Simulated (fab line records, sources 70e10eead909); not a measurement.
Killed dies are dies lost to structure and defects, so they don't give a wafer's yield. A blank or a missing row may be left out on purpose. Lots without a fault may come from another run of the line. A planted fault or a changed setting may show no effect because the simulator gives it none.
fab line records | flow nand_harc
record lots=12 wafers=36 last_day=24
route steps=1159 shown A_STAIRCASE@562
lots that met no fault: from a run of the same line without faults
start_h: hours from the record's first day to the start of the lot's first wafer shown | wait_h: hours since the lot's step before | " the same as in the row above | L1.1+2: a row that stands for several wafers | - no value, or no start given | * or withheld: withheld | < > ~ a bound
route shown NAME@n: a module of which the file shows steps, and the number in the route of the first | usual: mean/standard deviation of fault-free wafers | same: alike in all rows | chamber/n: place in a boat | sites: the reading at each site | _std_site: their standard deviation | _edge_site: outer sites' mean less inner sites' | radius_mm: how far each site lies from the wafer's centre | mask NAME#n: copy n | behind: the tool/chamber that last shaped the wafer | hold: why the lot was held/for how many hours/how that ended | device: the transistor (n, p or np) that didn't switch | end of line: the same wafers' tests at the end of the route | a step without rows: its recipe alone | killed: dies lost to structure and defects at the first sort, not the wafer's yield | map: a wafer's dies, x killed, . not, _ none there
set.NAME: the setting as run; set.NAME@STEP: as run at that earlier step | model.NAME: the simulator's own value behind a step, which no gauge read
steps of the route over a sample of lots; a table a step, a row a wafer
services: from which hour (start_h, from the record's first day; less than 0 if before it) a tool's chamber was out of use, for how many hours, and why
## steps
# step NHARC_A_STAIRCASE_ETCH_25
# recipe target_depth_a=1000 time_s=40.5 ion_energy_ev=400 c4f8_flow_sccm=20 o2_flow_sccm=10 ar_flow_sccm=withheld rf_w=600 bias_w=1000 chemistry=C4F8/O2
# usual oes_product_au=0.945/0.012 rf_vpp_V=895/5.5
# columns lot.wafer tool chamber start_h wait_h oes_product_au rf_hours_counter_h rf_vpp_V
L419.1 rie_diel-06 3 - - 0.951 54 888
L419.3 " 0 " " 0.949 51 892
L419.4 " 1 " " 0.936 54 895
L420.3 rie_diel-06 0 - - 0.949 55 892
L420.4 " 1 " " 0.949 59 897
L420.5 " 3 " " 0.949 - 889
L421.2 rie_diel-02 2 - - 0.954 22 901
L421.1 " 3 " " 0.959 31 899
L421.6 " 1 " " 0.946 - 896
L423.3 rie_diel-13 1 - - 0.954 55 898
L423.1 " 3 " " 0.955 58 899
L423.6 " 1 " " 0.949 - 896
L425.1 rie_diel-06 3 - - 0.931 6 888
L425.4 " 2 " " 0.950 6 905
L425.5 " 0 " " 0.939 - 892
L427.2 rie_diel-06 3 - - 0.938 11 887
L427.1 " 0 " " 0.928 12 891
L427.4 " 2 " " 0.942 10 905
L428.1 rie_diel-02 3 - - 0.951 50 899
L428.2 " 2 " " 0.945 41 900
L428.5 " 0 " " 0.945 - 887
L430.4 rie_diel-02 0 - - 0.938 59 888
L430.3 " 2 " " 0.955 54 901
L430.5 " 1 " " 0.932 - 895
L436.2 rie_diel-13 2 - - 0.947 21 891
L436.1 " 1 " " 0.952 21 896
L436.6 " 2 " " 0.939 - 891
L438.1 rie_diel-02 2 - - 0.957 2 901
L438.3 " 3 " " 0.947 2 897
L438.5 " 2 " " 0.951 - 901
L439.2 rie_diel-06 3 - - 0.926 35 886
L439.4 " 2 " " 0.927 34 905
L439.6 " 3 " " 0.922 - 888
L441.4 rie_diel-06 2 - - 0.937 38 904
L441.3 " 3 " " 0.932 39 887
L441.5 " 0 " " 0.930 - 892
# step NHARC_A_STAIRCASE_ETCH_27
# recipe target_depth_a=1000 time_s=40.5 ion_energy_ev=400 c4f8_flow_sccm=20 o2_flow_sccm=10 ar_flow_sccm=withheld rf_w=600 bias_w=1000 chemistry=C4F8/O2
# usual oes_product_au=0.944/0.011 rf_vpp_V=895/5.5
# columns lot.wafer tool chamber start_h wait_h oes_product_au rf_hours_counter_h rf_vpp_V
L419.1 rie_diel-06 3 - - 0.937 54 888
L419.3 " 1 " " 0.948 54 897
L419.4 " 2 " " 0.955 57 887
L420.4 rie_diel-06 0 - - 0.953 55 893
L420.3 " 2 " " 0.954 61 888
L420.5 " 3 " " 0.946 - 886
L421.1 rie_diel-02 3 - - 0.956 31 898
L421.2 " 0 " " 0.947 27 888
L421.6 " 2 " " 0.950 - 902
L423.3 rie_diel-13 2 - - 0.959 60 891
L423.1 " 3 " " 0.969 59 898
L423.6 " 3 " " 0.953 - 899
L425.4 rie_diel-06 0 - - 0.946 6 892
L425.1 " 2 " " 0.946 6 907
L425.5 " 0 " " 0.941 - 892
L427.1 rie_diel-06 2 - - 0.959 10 905
L427.4 " 3 " " 0.940 11 887
L427.2 " 1 " " 0.952 11 897
L428.1 rie_diel-02 2 - - 0.945 41 901
L428.2 " 3 " " 0.951 50 899
L428.5 " 1 " " 0.927 - 896
L430.3 rie_diel-02 2 - - 0.946 54 901
L430.4 " 0 " " 0.938 59 888
L430.5 " 2 " " 0.944 - 902
L436.1 rie_diel-13 3 - - 0.942 18 898
L436.2 " 0 " " 0.941 18 890
L436.6 " 2 " " 0.939 - 892
L438.1 rie_diel-02 1 - - 0.932 2 895
L438.3 " 2 " " 0.959 2 902
L438.5 " 2 " " 0.961 - 901
L439.4 rie_diel-06 1 - - 0.959 35 896
L439.2 " 2 " " 0.954 34 907
L439.6 " 2 " " 0.942 - 906
L441.4 rie_diel-06 0 - - 0.935 42 891
L441.3 " 3 " " 0.927 39 885
L441.5 " 0 " " 0.925 - 891
# step NHARC_A_STAIRCASE_TRIM_193
# recipe time_s=211.2 o2_flow_sccm=500 ar_flow_sccm=0 bias_w=0 chemistry=O2
# usual drypump_motor_current_A=5.7/0.36 oes_product_au=1.003/0.01 rf_vpp_V=57.7/0.82 run_length_s=232.4/0.42 showerhead_plenum_p_Torr=3.51/0.15 throttle_valve_pct=17.035/0.01
# columns lot.wafer tool chamber start_h wait_h drypump_motor_current_A oes_product_au rf_hours_counter_h rf_vpp_V run_length_s showerhead_plenum_p_Torr throttle_valve_pct
L419.3 rie_diel-13 1 233.50 - 5.6 1.004 47 57.2 231.8 3.55 17.028
L419.4 " 2 " " 5.7 1.013 53 57.4 232.6 3.41 17.015
L419.1 " 3 " " 5.7 1.010 52 58.2 232.3 3.59 17.023
L420.3 rie_diel-13 1 242.81 - 5.6 1.000 50 57.5 232.1 3.55 17.039
L420.4 " 2 " " 5.7 1.012 55 58.5 232.2 3.40 17.023
L420.5 " 1 " " 5.6 1.001 - 57.3 232.1 3.55 17.046
L421.1 rie_diel-13 1 243.36 - 5.6 0.996 50 56.8 232.0 3.55 17.037
L421.2 " 3 " " 5.8 1.002 55 57.5 232.2 3.59 17.028
L421.6 " 1 " " 5.6 1.003 - 58.5 232.4 3.55 17.037
L423.3 rie_diel-06 0 256.22 - 5.1 1.006 1 58.0 232.8 3.42 17.042
L423.1 " 2 " " 5.5 1.003 1 58.2 232.4 3.81 17.033
L423.6 " 3 " " 6.1 0.978 - 57.2 232.4 3.31 17.032
L425.4 rie_diel-13 0 275.10 - 5.1 1.014 66 57.0 233.0 3.38 17.033
L425.1 " 1 " " 5.7 1.009 61 58.0 231.8 3.55 17.032
L425.5 " 0 " " 5.1 0.994 - 56.0 233.0 3.38 17.041
L427.1 rie_diel-06 2 287.15 - 5.5 1.008 11 58.7 232.6 3.80 17.048
L427.4 " 3 " " 6.0 0.983 12 56.9 232.2 3.30 17.033
L427.2 " 0 " " 5.1 1.007 13 59.1 232.3 3.41 17.024
L428.2 rie_diel-06 1 287.46 - 6.0 1.009 12 57.1 231.6 3.56 17.030
L428.1 " 2 " " 5.5 1.007 12 59.1 232.7 3.80 17.029
L428.5 " 1 " " 6.0 1.018 - 57.5 231.9 3.56 17.039
L430.4 rie_diel-13 1 325.69 - 5.7 1.003 14 58.7 232.2 3.54 17.040
L430.3 " 0 " " 5.1 1.002 13 57.0 232.5 3.37 17.034
L430.5 " 2 " " 5.7 0.980 - 56.7 232.7 3.39 17.026
L436.2 rie_diel-13 2 343.28 - 5.7 0.987 22 58.9 232.6 3.39 17.054
L436.1 " 0 " " 5.1 1.002 19 58.2 232.6 3.36 17.025
L436.6 " 3 " " 5.7 0.999 - 56.3 232.3 3.57 17.029
L438.1 rie_diel-06 0 347.11 - 5.1 1.002 37 58.0 167.1 3.40 17.034
L438.3 " 1 " " 6.0 1.027 34 56.9 231.6 3.54 17.020
L438.5 " 3 " " 6.0 0.990 - 56.9 232.5 3.29 17.044
L439.2 rie_diel-06 3 353.77 - 6.0 0.994 36 58.8 232.9 3.29 17.036
L439.4 " 0 " " 5.1 0.983 39 59.0 167.4 3.40 17.026
L439.6 " 2 " " 5.5 0.999 - 58.4 232.1 3.79 17.034
L441.3 rie_diel-13 0 365.85 - 5.1 0.995 30 57.8 232.4 3.36 17.041
L441.4 " 2 " " 5.7 0.997 31 58.3 232.5 3.38 17.046
L441.5 " 1 " " 5.6 1.016 - 57.4 231.9 3.53 17.031
# step NHARC_A_STAIRCASE_TRIM_198
# recipe time_s=211.2 o2_flow_sccm=500 ar_flow_sccm=0 bias_w=0 chemistry=O2
# usual drypump_motor_current_A=5.7/0.38 oes_product_au=1.000/0.011 rf_vpp_V=57.6/0.95 run_length_s=232.5/0.53 showerhead_plenum_p_Torr=3.51/0.16 throttle_valve_pct=17.034/0.0089
# columns lot.wafer tool chamber start_h wait_h drypump_motor_current_A oes_product_au rf_hours_counter_h rf_vpp_V run_length_s showerhead_plenum_p_Torr throttle_valve_pct
L419.4 rie_diel-06 0 - - 5.1 1.000 52 57.6 232.4 3.42 17.051
L419.3 " 2 " " 5.5 1.005 58 56.8 232.4 3.28 17.027
L419.1 " 3 " " 6.0 1.000 55 58.3 232.6 3.31 17.034
L420.4 rie_diel-02 1 - - 5.9 0.994 34 58.5 232.0 3.54 17.038
L420.3 " 3 " " 5.9 0.996 32 58.4 233.1 3.61 17.021
L420.5 " 2 " " 5.4 1.006 - 57.1 233.0 3.69 17.047
L421.2 rie_diel-02 3 - - 5.9 1.005 32 59.2 233.0 3.61 17.026
L421.1 " 1 " " 6.0 0.993 34 57.5 232.0 3.54 17.039
L421.6 " 2 " " 5.4 1.001 - 57.9 233.6 3.69 17.030
L423.1 rie_diel-06 3 - - 6.0 0.973 1 55.5 232.3 3.31 17.038
L423.3 " 0 " " 5.1 1.004 1 59.0 232.5 3.42 17.045
L423.6 " 3 " " 6.0 0.983 - 56.1 232.5 3.31 17.034
L425.1 rie_diel-06 0 - - 5.1 1.005 7 56.7 233.1 3.42 17.024
L425.4 " 2 " " 5.5 1.004 7 58.5 232.1 3.80 17.024
L425.5 " 0 " " 5.1 1.004 - 57.2 232.5 3.42 17.025
L427.4 rie_diel-13 1 - - 5.6 1.002 1 58.8 231.9 3.55 17.028
L427.2 " 3 " " 5.8 0.999 2 58.8 231.9 3.58 17.041
L427.1 " 0 " " 5.1 0.990 1 56.7 232.7 3.37 17.014
L428.1 rie_diel-06 2 - - 5.4 1.023 12 57.6 232.2 3.80 17.021
L428.2 " 1 " " 6.0 1.017 12 58.7 231.9 3.56 17.021
L428.5 " 3 " " 6.0 0.988 - 57.4 232.7 3.30 17.027
L430.4 rie_diel-06 1 - - 6.0 1.011 27 57.9 231.6 3.55 17.044
L430.3 " 2 " " 5.5 0.985 25 57.8 232.2 3.79 17.016
L430.5 " 0 " " 5.1 1.002 - 57.3 232.7 3.41 17.018
L436.1 rie_diel-06 3 - - 6.0 0.975 34 57.9 232.3 3.29 17.039
L436.2 " 0 " " 5.1 0.980 37 57.8 232.3 3.40 17.033
L436.6 " 2 " " 5.5 0.993 - 58.2 232.2 3.79 17.038
L438.3 rie_diel-02 3 - - 5.9 1.024 4 58.3 233.4 3.59 17.031
L438.1 " 2 " " 5.4 1.017 4 58.1 233.1 3.67 17.038
L438.5 " 0 " " 6.4 1.004 - 58.4 233.5 3.30 17.027
L439.2 rie_diel-13 2 - - 5.7 0.994 28 59.4 232.5 3.38 17.041
L439.4 " 3 " " 5.8 0.997 25 59.3 232.3 3.57 17.034
L439.6 " 0 " " 5.1 1.007 - 56.6 232.4 3.36 17.035
L441.3 rie_diel-13 2 - - 5.7 1.002 31 58.0 232.6 3.38 17.040
L441.4 " 1 " " 5.6 1.002 32 57.6 232.4 3.53 17.038
L441.5 " 3 " " 5.7 1.002 - 58.5 232.1 3.56 17.038
## services
# columns tool chamber start_h hours kind
rie_diel-06 0 220.81 - clean
rie_diel-06 1 220.81 - clean
rie_diel-06 2 220.81 - clean
rie_diel-06 3 220.81 - clean
rie_diel-13 1 221.55 8.9 repair
rie_diel-06 3 225.42 3.6 repair
rie_diel-06 - 241.55 9.0 pm
rie_diel-06 0 241.55 9.0 vent_cycle
rie_diel-06 1 241.55 13.4 vent_cycle
rie_diel-06 2 241.55 9.0 vent_cycle
rie_diel-06 3 241.55 9.0 vent_cycle
rie_diel-06 0 250.55 - clean
rie_diel-06 2 250.55 - clean
rie_diel-06 2 250.55 - consumable_replace:showerhead
rie_diel-06 3 250.55 - clean
rie_diel-06 0 275.05 - clean
rie_diel-06 1 275.05 - clean
rie_diel-06 2 275.05 - clean
rie_diel-06 3 275.05 - clean
rie_diel-13 - 276.02 9.0 pm
rie_diel-06 0 300.03 - clean
rie_diel-06 1 300.03 - clean
rie_diel-02 - 327.89 9.0 pm
rie_diel-06 2 362.27 12.3 repair
## key
first_sign step=NHARC_A_STAIRCASE_TRIM_193 reading=run_length_s direction=down sigmas=99+ usual=* struck=*
effect none on later readings
met_at NHARC_A_STAIRCASE_TRIM_193
struck_lots L438,L439
struck_wafers L438.1,L439.4
tester_left_out L438,L439
not_acting_at NHARC_A_STAIRCASE_ETCH_25,NHARC_A_STAIRCASE_ETCH_27,NHARC_A_STAIRCASE_TRIM_198
onset_between 287.15 347.11
fault kind=process_parameter_drift tool=rie_diel-06 chamber=0 onset_h=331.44 steps=NHARC_A_STAIRCASE_TRIM_193 channel=time_s offset=* shape=step end_h=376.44 acts_in=* stated=*
# tester_left_out: of these lots the tester's yield and bins aren't shown, on N5 and GAA mostly nor the transistor test; their killed dies are dies lost to structure and defects alone, not to doping, threshold or leakage, so they don't give the yield
